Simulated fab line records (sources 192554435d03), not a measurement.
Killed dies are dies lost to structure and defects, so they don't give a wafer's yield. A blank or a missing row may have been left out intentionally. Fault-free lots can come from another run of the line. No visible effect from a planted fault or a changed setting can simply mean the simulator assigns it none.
Chamber matching -- flow n5Finfet -- 3 sister chambers for N5_DUMMY_GATE_ETCH_31 on rieDiel-03
The step etches SiO2 in C4F6/O2, target depth 82.5 nm, time 27.5 s. 16 wafers are shown with their chamber, then 7 later ones without.

WAFERS, EACH WITH ITS CHAMBER
wafer,chamber,showerheadPlenumPTorr (Torr),rfVppV (V),oesProductAu (a.u.)
L076.3,1,2.99,661,0.83
L076.4,3,2.94,668,0.72
L076.6,3,2.94,668,0.72
L078.2,1,2.99,663,0.83
L078.4,3,2.94,668,0.72
L078.5,1,2.99,662,0.83
L080.1,2,2.72,657,0.77
L080.4,1,2.99,660,0.82
L080.6,2,2.72,656,0.77
L081.1,3,2.94,667,0.71
L081.2,1,2.98,663,0.81
L081.5,3,2.94,667,0.71
L087.1,3,2.93,669,0.70
L087.2,1,2.98,663,0.79
L087.6,3,2.93,667,0.71
L091.1,2,2.71,656,0.76

SIGNATURES (means of the wafers above)
reading,chamber 1,chamber 2,chamber 3,scatter within a chamber
showerheadPlenumPTorr,2.9867,2.7167,2.9371,0.00514
rfVppV,662.00,656.33,667.71,0.965
oesProductAu,0.8183,0.7667,0.7129,0.0114
Rule: for each reading, subtract the chamber's mean from the wafer's reading, divide by that reading's scatter and square the result; add these up over the readings and take the root, which gives the wafer's distance from the chamber. If the next closest chamber is less than 2 further off than the closest, the wafer can't be placed; otherwise it belongs to the closest. The scatter is the square root of a quotient: the sum, over the shown wafers, of each reading's squared deviation from its chamber's mean, divided by wafers minus chambers.

WAFERS WITHOUT THEIR CHAMBER
wafer,showerheadPlenumPTorr (Torr),rfVppV (V),oesProductAu (a.u.)
L091.3,2.93,667,0.70
L091.4,2.93,666,0.70
L095.4,2.92,670,0.70
L095.5,2.98,663,0.79
L097.4,2.71,655,0.74
L097.5,2.71,655,0.75
L097.6,2.98,663,0.79

EACH ONE'S CHAMBER
wafer,from the rows above,in truth
L091.3,3,3
L091.4,3,3
L095.4,3,3
L095.5,1,1
L097.4,2,2
L097.5,2,2
L097.6,1,1
Correct placement for 7 of the 7. Can't be placed from these rows: 0. Wrongly placed: 0.
